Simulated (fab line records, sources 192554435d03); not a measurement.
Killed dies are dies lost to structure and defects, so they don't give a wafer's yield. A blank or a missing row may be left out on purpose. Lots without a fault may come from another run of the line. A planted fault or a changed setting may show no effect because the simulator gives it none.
fab line records | flow n5_finfet
record lots=11 wafers=33 last_day=17
route steps=1938 shown BEOL_M8@1334
lots that met no fault: from a run of the same line without faults
start_h: hours from the record's first day to the start of the lot's first wafer shown | wait_h: hours since the lot's step before | " the same as in the row above | L1.1+2: a row that stands for several wafers | - no value, or no start given | * or withheld: withheld | < > ~ a bound
route shown NAME@n: a module of which the file shows steps, and the number in the route of the first | usual: mean/standard deviation of fault-free wafers | same: alike in all rows | chamber/n: place in a boat | sites: the reading at each site | _std_site: their standard deviation | _edge_site: outer sites' mean less inner sites' | radius_mm: how far each site lies from the wafer's centre | mask NAME#n: copy n | behind: the tool/chamber that last shaped the wafer | hold: why the lot was held/for how many hours/how that ended | device: the transistor (n, p or np) that didn't switch | end of line: the same wafers' tests at the end of the route | a step without rows: its recipe alone | killed: dies lost to structure and defects at the first sort, not the wafer's yield | map: a wafer's dies, x killed, . not, _ none there
set.NAME: the setting as run; set.NAME@STEP: as run at that earlier step | model.NAME: the simulator's own value behind a step, which no gauge read
steps of the route over a sample of lots; a table a step, a row a wafer
services: from which hour (start_h, from the record's first day; less than 0 if before it) a tool's chamber was out of use, for how many hours, and why
## steps
# step N5_BEOL_M8_THK_MEAS_01
# recipe reads=SiCOH_lowk_of_BEOL_M8_ILD_DEP_00
# usual M8_ILD_THK=155.3/2.3
# columns lot.wafer tool chamber start_h wait_h M8_ILD_THK[nm]
L939.1 film_metro-01 - 199.21 0.4 151.5
L939.2 " - " " 153.3
L939.4 " - " " 154.7
L942.1 film_metro-02 - 206.37 0.4 153.4
L942.3 " - " " 156.8
L942.5 " - " " 156.1
L941.2 film_metro-01 - 211.22 0.4 154.0
L941.3 " - " " 156.5
L941.4 " - " " 157.6
L940.1 film_metro-01 - 212.71 0.4 154.1
L940.3 " - " " 156.5
L940.5 " - " " 155.5
L943.1 film_metro-01 - 215.36 0.4 153.6
L943.2 " - " " 155.2
L943.4 " - " " 157.5
L956.1 film_metro-02 - 307.18 0.4 155.4
L956.2 " - " " 152.6
L956.5 " - " " 159.0
L957.1 film_metro-02 - 315.15 1.6 149.7
L957.3 " - " " 150.5
L957.4 " - " " 156.0
L959.1 film_metro-02 - 321.32 0.4 153.1
L959.2 " - " " 152.3
L959.3 " - " " 156.3
L958.2 film_metro-02 - 322.67 0.4 156.3
L958.3 " - " " 152.8
L958.6 " - " " 159.3
L960.1 film_metro-02 - 331.45 0.8 154.1
L960.4 " - " " 154.1
L960.5 " - " " 155.9
L961.2 film_metro-02 - 342.61 0.4 152.7
L961.4 " - " " 157.4
L961.5 " - " " 154.7
# step N5_BEOL_M8_DESCUM_16
# recipe chemistry=O2 time_s=7.9 source_power_w=50 bias_power_w=20 pressure_mtorr=20 rf_frequency_hz=2.712e+07 temp_c=40 resist=CAR-ArF o2_flow_sccm=225
# usual drypump_motor_current_A=5.7/0.48 oes_product_au=0.82/0.078 rf_vpp_V=243.0/1.5 showerhead_plenum_p_Torr=2.09/0.08 throttle_valve_pct=20.41/0.27
# same time_s=7.9
# columns lot.wafer tool chamber start_h wait_h drypump_motor_current_A oes_product_au rf_hours_counter_h rf_vpp_V showerhead_plenum_p_Torr throttle_valve_pct
L939.1 rie_diel-02 3 201.84 0.6 6.1 0.96 12 242.6 2.04 20.30
L939.2 " 0 " " 5.5 0.88 45 245.4 2.23 20.40
L939.4 " 2 " " 5.8 0.90 30 241.6 2.14 20.31
L942.1 rie_diel-02 3 208.44 0.1 6.1 0.96 14 241.4 2.04 20.29
L942.3 " 0 " " 5.5 0.88 48 246.1 2.23 20.40
L942.5 " 1 " " 6.4 0.77 - 243.6 2.02 20.31
L941.2 rie_diel-06 2 211.90 0.0 5.5 0.69 223 242.9 2.15 20.90
L941.3 " 0 " " 5.7 0.83 71 243.0 2.22 20.26
L941.4 " 1 " " 6.3 0.91 30 244.1 2.05 20.14
L940.1 rie_diel-01 1 214.61 0.2 5.0 0.71 190 242.7 2.02 21.10
L940.3 " 3 " " 5.3 0.87 45 243.0 2.03 20.20
L940.5 " 3 " " 5.4 0.87 - 242.4 2.02 20.20
L943.1 rie_diel-02 1 218.32 0.0 6.4 0.77 163 241.3 2.02 20.32
L943.2 " 3 " " 6.1 0.94 17 241.7 2.04 20.33
L943.4 " 0 " " 5.5 0.87 51 246.1 2.23 20.41
L956.1 rie_diel-06 1 309.36 0.0 6.3 0.85 57 242.2 2.04 20.19
L956.2 " 2 " " 5.6 0.67 249 243.4 2.14 20.94
L956.5 " 1 " " 6.3 0.86 - 241.8 2.04 20.18
L957.1 rie_diel-06 0 316.00 0.2 5.7 0.80 102 244.6 2.21 20.31
L957.3 " 1 " " 6.3 0.85 60 241.2 2.03 20.19
L957.4 " 0 " " 5.7 0.79 - 244.4 2.21 20.31
L959.1 rie_diel-02 1 322.15 0.0 6.3 0.73 202 240.4 2.01 20.40
L959.2 " 2 " " 5.8 0.81 74 244.2 2.12 20.37
L959.3 " 0 " " 5.5 0.82 90 244.8 2.22 20.46
L958.2 rie_diel-01 2 327.48 0.2 6.2 0.84 60 244.0 2.11 20.29
L958.3 " 3 " " 5.4 0.83 80 242.3 2.01 20.25
L958.6 " 2 " " 6.1 0.84 - 243.4 2.11 20.30
L960.1 rie_diel-06 0 333.09 0.1 5.7 0.79 109 245.4 2.21 20.32
L960.4 " 0 " " 5.7 0.79 - 244.1 2.21 20.32
L960.5 " 1 " " 6.3 0.84 - 242.2 2.03 20.20
L961.2 rie_diel-06 2 344.00 0.2 5.5 0.97 2 242.6 2.14 20.59
L961.4 " 3 " " 5.6 0.76 146 240.4 2.00 20.57
L961.5 " 2 " " 5.6 0.98 - 243.3 2.14 20.60
# step N5_BEOL_M8_COAT_71
# recipe resist=underlayer temp_c=205 time_s=60 spin_rpm=1500 resist_thk_nm=5
# usual heater_power_total_W=391.8/1.3 plate_temp_C=205.01/0.15
# same time_s=60
# columns lot.wafer tool chamber start_h wait_h heater_power_total_W plate_temp_C
L939.1 litho_track-03 0 202.48 - 390.0 204.89
L939.2 " 0 " " 390.1 204.74
L939.4 " 0 " " 391.8 204.76
L942.1 litho_track-03 0 209.67 - 389.9 205.10
L942.3 " 0 " " 393.7 205.16
L942.5 " 0 " " 391.1 204.99
L941.2 litho_track-03 0 212.99 - 389.4 204.88
L941.3 " 0 " " 392.2 205.00
L941.4 " 0 " " 392.8 204.99
L940.1 litho_track-03 0 216.41 - 425.2 218.90
L940.3 " 0 " " 427.4 218.67
L940.5 " 0 " " 421.8 218.67
L943.1 litho_track-03 0 219.77 - 421.7 218.68
L943.2 " 0 " " 424.4 218.81
L943.4 " 0 " " 424.6 218.54
L956.1 litho_track-03 0 314.12 - 391.8 205.00
L956.2 " 0 " " 392.5 205.10
L956.5 " 0 " " 393.3 204.97
L957.1 litho_track-03 0 316.72 - 390.0 205.08
L957.3 " 0 " " 390.3 205.04
L957.4 " 0 " " 392.0 205.36
L959.1 litho_track-03 0 326.57 - 393.0 205.06
L959.2 " 0 " " 391.9 204.70
L959.3 " 0 " " 391.4 204.84
L958.2 litho_track-03 0 328.14 - 393.4 205.30
L958.3 " 0 " " 393.9 205.26
L958.6 " 0 " " 391.1 204.94
L960.1 litho_track-05 0 334.28 - 392.9 205.11
L960.4 " 0 " " 392.8 205.16
L960.5 " 0 " " 390.0 205.11
L961.2 litho_track-03 0 344.59 - 390.2 204.98
L961.4 " 0 " " 393.0 204.98
L961.5 " 0 " " 391.8 204.95
# step N5_BEOL_M8_DESCUM_33
# recipe chemistry=O2 time_s=7 source_power_w=50 bias_power_w=20 pressure_mtorr=20 rf_frequency_hz=2.712e+07 temp_c=40 resist=CAR-EUV o2_flow_sccm=225
# usual drypump_motor_current_A=5.7/0.51 oes_product_au=0.81/0.078 rf_vpp_V=242.9/1.5 showerhead_plenum_p_Torr=2.08/0.076 throttle_valve_pct=20.42/0.29
# same time_s=7
# columns lot.wafer tool chamber start_h wait_h drypump_motor_current_A oes_product_au rf_hours_counter_h rf_vpp_V showerhead_plenum_p_Torr throttle_valve_pct
L939.1 rie_diel-06 3 202.87 0.0 5.6 0.81 100 242.8 2.01 20.49
L939.2 " 0 " " 5.7 0.84 67 246.7 2.22 20.23
L939.4 " 1 " " 6.3 0.91 27 243.4 2.05 20.13
L942.1 rie_diel-06 1 210.06 0.0 6.3 0.91 29 241.5 2.05 20.12
L942.3 " 2 " " 5.5 0.70 222 244.3 2.15 20.90
L942.5 " 2 " " 5.5 0.70 - 243.9 2.15 20.90
L941.2 rie_diel-02 0 213.50 0.0 5.5 0.87 50 244.7 2.23 20.41
L941.3 " 3 " " 6.1 0.95 16 242.4 2.04 20.30
L941.4 " 2 " " 5.8 0.88 34 243.9 2.13 20.30
L940.1 rie_diel-01 3 216.96 0.2 5.4 0.87 46 242.6 2.02 20.21
L940.3 " 0 " " 4.7 0.72 216 242.7 2.05 20.21
L940.5 " 1 " " 5.0 0.71 - 241.3 2.02 21.09
L943.1 rie_diel-02 0 220.35 0.2 5.5 0.87 52 246.1 2.23 20.41
L943.2 " 1 " " 6.3 0.77 164 241.4 2.02 20.33
L943.4 " 2 " " 5.8 0.86 36 244.3 2.13 20.29
L956.1 rie_diel-02 3 314.93 0.3 6.1 0.87 53 242.3 2.03 20.36
L956.2 " 0 " " 5.5 0.82 88 243.5 2.22 20.47
L956.5 " 3 " " 6.1 0.87 - 241.3 2.02 20.38
L957.1 rie_diel-06 1 317.11 0.0 6.2 0.84 61 241.9 2.04 20.18
L957.3 " 3 " " 5.6 0.78 135 241.8 2.00 20.54
L957.4 " 1 " " 6.3 0.85 - 242.2 2.03 20.18
L959.1 rie_diel-02 3 326.96 0.0 6.1 0.88 56 242.6 2.02 20.37
L959.2 " 1 " " 6.3 0.74 202 241.1 2.01 20.37
L959.3 " 2 " " 5.8 0.82 74 243.5 2.12 20.37
L958.2 rie_diel-01 1 328.90 0.2 5.0 0.68 234 239.8 2.00 21.15
L958.3 " 0 " " 4.7 0.99 1 242.1 2.04 19.91
L958.6 " 2 " " 6.2 0.84 - 243.6 2.11 20.31
L960.1 rie_diel-02 0 334.79 0.0 5.5 0.82 93 245.4 2.21 20.47
L960.4 " 1 " " 6.3 0.73 204 241.7 2.01 20.35
L960.5 " 3 " " 6.1 0.86 - 243.2 2.02 20.37
L961.2 rie_diel-01 0 345.23 0.3 4.7 0.96 8 241.8 2.04 19.93
L961.4 " 1 " " 5.0 0.68 240 239.8 2.00 21.16
L961.5 " 1 " " 5.0 0.68 - 239.9 2.00 21.17
## services
# columns tool chamber start_h hours kind
rie_diel-06 - 215.62 15.6 pm
rie_diel-02 2 235.45 2.4 repair
rie_diel-01 3 246.14 18.9 repair
rie_diel-01 2 299.37 5.1 repair
rie_diel-01 0 304.44 - clean
rie_diel-01 0 304.44 - consumable_replace:focus_ring
rie_diel-01 0 304.44 18.2 scheduled_down
rie_diel-01 0 304.44 18.2 vent_cycle
rie_diel-01 - 311.59 0.2 repair
rie_diel-06 2 312.32 - clean
rie_diel-06 2 312.32 - consumable_replace:focus_ring
rie_diel-06 2 312.32 23.8 scheduled_down
rie_diel-06 2 312.32 23.8 vent_cycle
rie_diel-02 2 343.93 4.8 repair
## key
first_sign step=N5_BEOL_M8_COAT_71 reading=plate_temp_C direction=up sigmas=89 usual=* struck=*
effect step=N5_BEOL_M8_COAT_71 reading=heater_power_total_W direction=up sigmas=24 usual=* struck=*
met_at N5_BEOL_M8_COAT_71
struck_lots L940,L943
not_acting_at N5_BEOL_M8_THK_MEAS_01,N5_BEOL_M8_DESCUM_16,N5_BEOL_M8_DESCUM_33
onset_between 212.99 216.41
fault kind=process_parameter_drift tool=litho_track-03 chamber=- onset_h=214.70 steps=N5_BEOL_M8_COAT_71 channel=temp_c offset=* shape=step end_h=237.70 acts_in=* stated=*
